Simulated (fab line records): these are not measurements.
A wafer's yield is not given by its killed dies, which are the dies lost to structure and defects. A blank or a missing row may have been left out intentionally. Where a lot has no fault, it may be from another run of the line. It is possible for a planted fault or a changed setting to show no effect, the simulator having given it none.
Which of the tools did it?	flow nand-harc	14 lots, 41 wafers sampled, at 2 steps of a route of 1302

WHAT THE GAUGES READ, wafer by wafer
NHARC_P_BONDPAD_OVL_MEAS_38. Usual: overlay-x-nm 2 nm, standard deviation 6.1; overlay-y-nm 0 nm, standard deviation 5.7.
lot	measured	on	overlay-x-nm (nm)	overlay-y-nm (nm)	flag
L401	day 6 10:00	overlay-01	1 2 2	14 15 15	
L402	day 7 01:23	overlay-02	1 1 1	-10 -9 -10	
L403	day 7 04:49	overlay-01	11 12 12	5 5 5	
L404	day 7 19:57	overlay-01	2 2 2	2 1 1	
L405	day 8 05:18	overlay-02	-4 -4 -4	-9 -9 -10	
L406	day 8 15:23	overlay-01	6 6 5	4 3 4	
L411	day 11 05:31	overlay-01	10 9 9	-1 -2 -1	
L412	day 11 06:01	overlay-01	1 1	-1 -1	
L418	day 13 18:59	overlay-01	10 10 10	3 4 3	
L420	day 14 07:54	overlay-01	-6 -7 -7	3 3 3	
L421	day 14 17:25	overlay-02	-4 -5 -5	-1 -1 -1	
L422	day 15 06:40	overlay-02	-3 -3 -4	-3 -4 -4	
L423	day 15 21:01	overlay-01	7 8 7	-1 0 0	
L424	day 16 04:56	overlay-02	2 2 2	0 0 0	

TOOL THAT RAN EACH LOT (tool first, then ch and the chambers of the sampled wafers, then the start)
lot	NHARC_P_BONDPAD_CMP_32
L401	cmp-03 ch 0,1,3, day 6 09:05
L402	cmp-04 ch 0,1,3, day 7 00:32
L403	cmp-03 ch 1,2, day 7 03:54
L404	cmp-04 ch 1,2,3, day 7 19:13
L405	cmp-03 ch 0,3, day 8 04:22
L406	cmp-01 ch 2,3, day 8 14:38
L411	cmp-03 ch 2,3, day 11 04:38
L412	cmp-01 ch 0,2, day 11 05:08
L418	cmp-04 ch 0,2,3, day 13 18:06
L420	cmp-03 ch 0,1,2, day 14 06:01
L421	cmp-03 ch 1,2,3, day 14 16:38
L422	cmp-04 ch 2,3, day 15 05:45
L423	cmp-01 ch 0,1,3, day 15 20:16
L424	cmp-03 ch 0,1,3, day 16 04:10
- NHARC_P_BONDPAD_CMP_32: polishes SiCN, target thk 200 nm.

WHAT THE TOOLS THEMSELVES READ (means of the sampled wafers that have a number; where no wafer has one, the mark that the record gives instead)
NHARC_P_BONDPAD_CMP_32. Usual: motor-current-A 11.7 A, standard deviation 1.1; slurry-filter-dp-kPa 13.50 kPa, standard deviation 0.14.
lot	tool	motor-current-A (A)	slurry-filter-dp-kPa (kPa)	flag
L401	cmp-03	12.2	13.42	
L402	cmp-04	13.0	13.48	
L403	cmp-03	10.8	13.63	
L404	cmp-04	12.3	13.48	
L405	cmp-03	13.0	13.46	
L406	cmp-01	10.7	13.48	
L411	cmp-03	11.6	13.51	
L412	cmp-01	11.2	13.36	
L418	cmp-04	12.9	13.43	
L420	cmp-03	11.4	13.45	
L421	cmp-03	11.5	13.42	
L422	cmp-04	12.8	13.49	
L423	cmp-01	11.2	13.43	
L424	cmp-03	12.0	13.64	

THE ANSWER, worked out from the rows above alone
Rule: a lot counts as off when the mean over its wafers that have a number is more than 3 standard deviations away from the usual mean. Also off: a lot with no number at a reading for which 4 or more lots have one. Any other lot the step has rows for is counted as sound. Order of review: gauges by route order, followed by the tools' own readings, for which a lot's mean as printed above is used. At the first step where some lot is off, the reading lying furthest off is the one used; lots without a number count as furthest.
Across all readings shown, no lot is off: no conclusion can be drawn from this.

WHAT HAD BEEN PUT IN BY THE SIMULATOR
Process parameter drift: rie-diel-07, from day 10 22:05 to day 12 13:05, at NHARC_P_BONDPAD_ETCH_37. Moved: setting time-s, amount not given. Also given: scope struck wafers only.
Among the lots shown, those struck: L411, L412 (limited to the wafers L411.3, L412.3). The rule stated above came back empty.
